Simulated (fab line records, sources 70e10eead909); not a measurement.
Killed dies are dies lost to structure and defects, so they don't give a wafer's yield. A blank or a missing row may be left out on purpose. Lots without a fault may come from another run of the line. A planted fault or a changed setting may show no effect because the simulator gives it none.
A struck lot beside a sound one | flow nand_harc | 14 steps out of a route of 1159
Sound: wafers L937.1, L937.3, L937.6. Struck: wafers L944.1, L944.3, L944.5. The cause comes at the end.
At each step with rows: each side's tool, then ch and its chambers, then its first start. Under that, the readings that differ: sound wafers | struck wafers | difference of the means | sigmas: that difference in standard deviations of wafers without a fault.
alike: readings whose means differ by less than 2 such deviations, and words and numbers that are the same on both sides. not compared: withheld readings, readings that some wafer has no value for, bounds like >300 that may hide the same value, and numbers for which the record gives no deviation and whose values overlap.
The two part at a step that has a row with sigmas, a row that says differs or no value, or rows on one side only. Numbers that don't overlap but have no deviation are shown without sigmas and don't part them. A reading that every wafer of one side lacks parts them only if that side has two wafers or more.

first, 1 step without rows for these wafers: NHARC_A_ONON_D1_DEP_03 (target thk 1000 nm).
NHARC_A_ONON_D1_THK_MEAS_05: measures by ellipsometry.
  sound on film_metro-01, day 11 15:57; struck on film_metro-01, day 13 09:28
  alike: thk_nm
then, 1 step without rows for these wafers: NHARC_A_ONON_D1_DEP_06 (target thk 1000 nm).
NHARC_A_ONON_D1_THK_MEAS_08: measures by ellipsometry.
  sound on film_metro-01, day 11 16:31; struck on film_metro-02, day 13 10:02
  alike: thk_nm
then, 1 step without rows for these wafers: NHARC_A_ONON_D1_DEP_09 (target thk 1000 nm).
NHARC_A_ONON_D1_THK_MEAS_11: measures by ellipsometry.
  sound on film_metro-01, day 11 17:05; struck on film_metro-02, day 13 10:37
  alike: thk_nm
then, 1 step without rows for these wafers: NHARC_A_ONON_D1_DEP_12 (target thk 1000 nm).
NHARC_A_ONON_D1_THK_MEAS_14: measures by ellipsometry.
  sound on film_metro-02, day 11 17:40; struck on film_metro-02, day 13 11:11
  alike: thk_nm
then, 2 steps without rows for these wafers: NHARC_A_ONON_D1_ANNEAL_15 (time 3600 s); NHARC_A_ONON_D1_DEP_16 (target thk 1000 nm).
NHARC_A_ONON_D1_THK_MEAS_18: measures by ellipsometry.
  sound on film_metro-01, day 12 00:44; struck on film_metro-02, day 13 18:16
  alike: thk_nm
NHARC_A_ONON_D1_DEP_19: target thk 1000 nm.
  sound on pecvd_onon-02 ch 0, day 12 00:47; struck on pecvd_onon-04 ch 0, day 13 18:19
NHARC_A_ONON_D1_THK_MEAS_21: measures by ellipsometry.
  sound on film_metro-02, day 12 01:19; struck on film_metro-02, day 13 18:49
  reading     | sound          | struck      | difference | sigmas
  thk_nm (nm) | 1017 1019 1018 | 903 902 901 | -116       | -12
then, 1 step without rows for these wafers: NHARC_A_ONON_D1_DEP_22 (target thk 1000 nm).

WHERE THEY PART
Only at NHARC_A_ONON_D1_THK_MEAS_21, within this record.

WHY: what the simulator had put in
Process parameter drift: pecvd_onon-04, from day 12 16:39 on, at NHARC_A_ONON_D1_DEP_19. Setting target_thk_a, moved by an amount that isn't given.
